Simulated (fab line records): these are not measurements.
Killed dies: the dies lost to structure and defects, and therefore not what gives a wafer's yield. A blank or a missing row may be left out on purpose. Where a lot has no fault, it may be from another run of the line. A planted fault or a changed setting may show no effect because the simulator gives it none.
Split-lot trial ; flow n5Finfet ; on a route of 1938 steps: 7 lots, 21 wafers read

## ABOUT THE SPLIT
At N5_BEOL_M15_ETCH_61 (etches BARC in N2/H2, target depth 89 nm, overetch 26.7 nm, time 67.9 s), the setting biasW was moved away from the recipe's 150 W on 7 of the 21 wafers read, by +8.1% to +14.6%. For the rest of the wafers, this setting stayed at what the recipe calls for.

The split's own step is where the reading is taken.

## THE READING
rfVppV, in V, at N5_BEOL_M15_ETCH_61 (etches BARC in N2/H2, target depth 89 nm, overetch 26.7 nm, time 67.9 s). Fault-free wafers of this fab line usually give 522.9 V, standard deviation 2.4 V.

wafer;tool, chamber at the split;biasW as run, W;against the recipe;rfVppV, V;against lot-mates on the recipe
L081.1;rieDiel-02, 2;150;recipe;522.5;-
L081.2;rieDiel-02, 0;150;recipe;522.5;-
L081.3;rieDiel-02, 1;150;recipe;519.6;-
L082.2;rieDiel-02, 2;150;recipe;522.8;-
L082.4;rieDiel-02, 1;150;recipe;521.1;-
L082.6;rieDiel-02, 3;150;recipe;521.0;-
L083.3;rieDiel-06, 3;150;recipe;519.7;-
L083.4;rieDiel-06, 1;162.1;+8.1%;556.1;+33.8
L083.6;rieDiel-06, 2;150;recipe;524.9;-
L087.1;rieDiel-06, 1;171.6;+14.4%;574.5;+51.8
L087.2;rieDiel-06, 0;150;recipe;522.7;-
L087.3;rieDiel-06, 2;171.6;+14.4%;571.4;+48.7
L088.1;rieDiel-02, 0;150;recipe;522.9;-
L088.4;rieDiel-02, 2;150;recipe;520.8;-
L088.6;rieDiel-02, 0;150;recipe;523.7;-
L086.1;rieDiel-02, 2;150;recipe;522.1;-
L086.2;rieDiel-02, 1;171.9;+14.6%;566.6;+44.5
L086.3;rieDiel-02, 0;171.9;+14.6%;568.8;+46.7
L090.2;rieDiel-06, 1;170;+13.3%;571.4;+47.1
L090.4;rieDiel-06, 2;150;recipe;524.3;-
L090.6;rieDiel-06, 1;170;+13.3%;572.9;+48.6

FIT RESULTS
A straight line over all 21 wafers: rfVppV changes by +3.47 V for each +1% of biasW; r = +0.99; the points scatter about the line by 2.9 V.
The same after taking each lot's own level away (the mean of its wafers on the recipe; 21 wafers): +3.41 V for each +1%; r = +0.99; scatter 2.5 V.
That fit puts the effect of the largest move of biasW on the reading at 50 V.
The span of the lots' own levels, 521.53 to 524.30 V, comes to 1.2 times the standard deviation stated above.
The two slopes agree, so the slope changes little with the lot-to-lot level.
Check: with one of the wafers moved furthest among these (+14.6%) left out of the fit, the line predicts +51.2 V for it against its lot-mates. It came out at +44.5 V against them.
Tool readings at the split's step, against how far the setting was moved: rfVppV r = +0.99.

## OTHER SPLITS APPLIED TO THESE WAFERS
Other splits were also applied to these wafers ahead of the reading. Each is held against what the fit with the lots' levels taken away leaves over:
other split on the same wafers;wafers away from the commonest value;r with rfVppV (lot level and that fit taken away)
N5_BEOL_M13_ILD_DEP_00 timeS;8;-0.35
N5_BEOL_M13_COAT_58 spinRpm;7;+0.15
N5_BEOL_M14_EXPOSE_07 doseMj;7;+0.14
N5_BEOL_M14_SPUTTER_43 powerW;10;-0.33

## THE FILE'S OWN FIT
rfVppV changes by +3.47 V for each +1% of biasW, r = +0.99.
